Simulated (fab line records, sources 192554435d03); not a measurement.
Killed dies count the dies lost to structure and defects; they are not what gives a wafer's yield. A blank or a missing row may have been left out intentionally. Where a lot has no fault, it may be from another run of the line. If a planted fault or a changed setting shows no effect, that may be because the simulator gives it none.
Matching of chambers + flow n5-finfet + rie-diel-01 running N5_BEOL_M13_ETCH_59: 4 sister chambers
The step etches BARC in N2/H2, target depth 89 nm, overetch 26.7 nm, time 67.9 s. 8 wafers are shown with their chamber, then 7 later ones without.

== WAFERS WITH THEIR CHAMBER ==
| wafer  | chamber | drypump-motor-current-A (A) | oes-product-au (a.u.) |
|--------|---------|-----------------------------|-----------------------|
| L572.4 | 1       | 5.8                         | 0.80                  |
| L570.4 | 3       | 4.7                         | 0.61                  |
| L570.6 | 2       | 5.0                         | 0.62                  |
| L584.2 | 2       | 5.0                         | 0.61                  |
| L584.3 | 0       | 5.5                         | 0.61                  |
| L584.5 | 3       | 4.6                         | 0.61                  |
| L583.1 | 0       | 5.5                         | 0.60                  |
| L583.2 | 1       | 5.8                         | 0.74                  |

== WAFERS WITH NO CHAMBER GIVEN ==
| wafer  | drypump-motor-current-A (A) | oes-product-au (a.u.) |
|--------|-----------------------------|-----------------------|
| L583.5 | 4.7                         | 0.59                  |
| L582.3 | 5.7                         | 0.74                  |
| L582.4 | 4.7                         | 0.60                  |
| L582.5 | 5.5                         | 0.59                  |
| L587.1 | 5.8                         | 0.73                  |
| L587.4 | 4.7                         | 0.60                  |
| L587.6 | 5.5                         | 0.59                  |

== EACH ONE'S CHAMBER ==
| wafer  | from the rows above | in truth |
|--------|---------------------|----------|
| L583.5 | 3                   | 3        |
| L582.3 | 1                   | 1        |
| L582.4 | 3                   | 3        |
| L582.5 | 0                   | 0        |
| L587.1 | 1                   | 1        |
| L587.4 | 3                   | 3        |
| L587.6 | 0                   | 0        |
Correctly placed: 7 of 7. From these rows, 0 cannot be placed. 0 placed wrongly.
How it was worked out, from the rows above alone: a wafer's distance from a chamber is the root of the sum, over the readings, of the square of ((its reading less the chamber's mean) divided by the reading's scatter). The wafer belongs to the nearest chamber; if the next one is less than 2 further off, it can't be placed. Each chamber's mean is taken over the wafers shown for it. How the scatter is found: for the shown wafers, subtract from each reading the mean of its chamber, square and add these, divide the total by (wafers less chambers), then take the root.
